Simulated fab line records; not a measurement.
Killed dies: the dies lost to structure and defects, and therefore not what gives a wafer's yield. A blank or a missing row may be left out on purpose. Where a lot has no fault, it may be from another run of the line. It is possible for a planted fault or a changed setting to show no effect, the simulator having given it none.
Matching of chambers    flow n5-finfet    N5_BEOL_M8_STRIP_36 on rie-diel-01: 4 sister chambers
The step strips in N2/H2. 18 wafers are shown with their chamber, then 9 later ones without.

WAFERS WITH THEIR CHAMBER
wafer   chamber  showerhead-plenum-p-Torr (Torr)  drypump-motor-current-A (A)  throttle-valve-pct (%)
L074.2  3        2.54                             5.6                          23.77
L074.5  2        2.46                             6.3                          23.69
L074.6  3        2.54                             5.6                          23.79
L078.1  0        2.67                             5.8                          23.86
L078.3  2        2.46                             6.2                          23.74
L078.5  1        2.56                             5.8                          23.61
L076.1  0        2.67                             5.7                          23.85
L076.2  2        2.46                             6.2                          23.78
L076.4  1        2.56                             5.8                          23.64
L082.1  2        2.46                             6.3                          23.75
L082.3  1        2.56                             5.8                          23.65
L082.4  3        2.53                             5.6                          23.84
L080.3  0        2.66                             5.8                          23.82
L080.5  0        2.67                             5.7                          23.86
L080.6  1        2.56                             5.8                          23.62
L084.1  0        2.66                             5.8                          23.85
L084.2  2        2.45                             6.3                          23.74
L084.4  1        2.55                             5.7                          23.67

SIGNATURES, as means of the wafers listed above
reading                   chamber 0  chamber 1  chamber 2  chamber 3  scatter within a chamber
showerhead-plenum-p-Torr  2.6660     2.5580     2.4580     2.5367     0.00498
drypump-motor-current-A   5.760      5.780      6.260      5.600      0.0478
throttle-valve-pct        23.8480    23.6380    23.7400    23.8000    0.0269
Rule: for each reading, subtract the chamber's mean from the wafer's reading, divide by that reading's scatter and square the result; add these up over the readings and take the root, which gives the wafer's distance from the chamber. If the next closest chamber is less than 2 further off than the closest, the wafer can't be placed; otherwise it belongs to the closest. The scatter: the root of (the sum of the squares of (reading less its chamber's mean) over the shown wafers, divided by (wafers less chambers)).

WAFERS WITHOUT THEIR CHAMBER
wafer   showerhead-plenum-p-Torr (Torr)  drypump-motor-current-A (A)  throttle-valve-pct (%)
L085.2  2.45                             6.3                          23.80
L085.3  2.52                             5.6                          23.84
L085.6  2.52                             5.6                          23.82
L087.2  2.55                             5.8                          23.68
L087.3  2.45                             6.3                          23.76
L087.5  2.45                             6.2                          23.75
L092.1  2.55                             5.8                          23.67
L092.2  2.51                             5.6                          23.85
L092.5  2.66                             5.7                          23.86

WHICH CHAMBER EACH ONE RAN IN
wafer   from the rows above  in truth
L085.2  2                    2
L085.3  3                    3
L085.6  3                    3
L087.2  1                    1
L087.3  2                    2
L087.5  2                    2
L092.1  1                    1
L092.2  3                    3
L092.5  0                    0
9 of 9 placed correctly. Can't be placed from these rows: 0. 0 placed wrongly.
